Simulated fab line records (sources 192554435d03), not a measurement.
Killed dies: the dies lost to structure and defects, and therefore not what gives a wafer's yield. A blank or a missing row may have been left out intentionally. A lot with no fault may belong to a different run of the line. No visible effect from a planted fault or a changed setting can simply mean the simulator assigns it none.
Matching of chambers | flow n5_finfet | N5_BEOL_M14_STRIP_37 on rie_diel-02: 4 sister chambers
The step strips in O2. 4 wafers are shown with their chamber, then 12 later ones without.

## WAFERS PAIRED WITH THEIR CHAMBERS
wafer  | chamber | drypump_motor_current_A (A)
L088.2 | 0       | 5.3
L086.4 | 3       | 6.7
L091.5 | 1       | 6.3
L091.6 | 2       | 6.3

## WAFERS MISSING THEIR CHAMBER
wafer  | drypump_motor_current_A (A)
L092.1 | 6.7
L092.2 | 6.3
L092.5 | 5.3
L095.2 | 6.7
L095.3 | 6.3
L095.6 | 6.2
L094.2 | 6.3
L094.4 | 5.3
L094.5 | 6.2
L096.3 | 6.2
L096.4 | 5.3
L096.6 | 6.3

## WHICH CHAMBER EACH ONE RAN IN
wafer  | from the rows above     | in truth
L092.1 | 3                       | 3
L092.2 | can't be placed: 1 or 2 | 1
L092.5 | 0                       | 0
L095.2 | 3                       | 3
L095.3 | can't be placed: 1 or 2 | 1
L095.6 | can't be placed: 1 or 2 | 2
L094.2 | can't be placed: 1 or 2 | 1
L094.4 | 0                       | 0
L094.5 | can't be placed: 1 or 2 | 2
L096.3 | can't be placed: 1 or 2 | 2
L096.4 | 0                       | 0
L096.6 | can't be placed: 1 or 2 | 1
Correctly placed: 5 of 12. These rows do not allow placing 7 (true chamber among the candidates in 7). 0 placed wrongly.
How it was worked out, from the rows above alone: a wafer's distance from a chamber is the root of the sum, over the readings, of the square of ((its reading less the chamber's mean) divided by the reading's scatter). If the next closest chamber is less than 2 further off than the closest, the wafer can't be placed; otherwise it belongs to the closest. For every chamber, the mean is computed from those of its wafers that are shown. The scatter (one wafer shown for each chamber): square how far every hidden wafer sits from the nearest shown wafer, average those squares and take the square root.
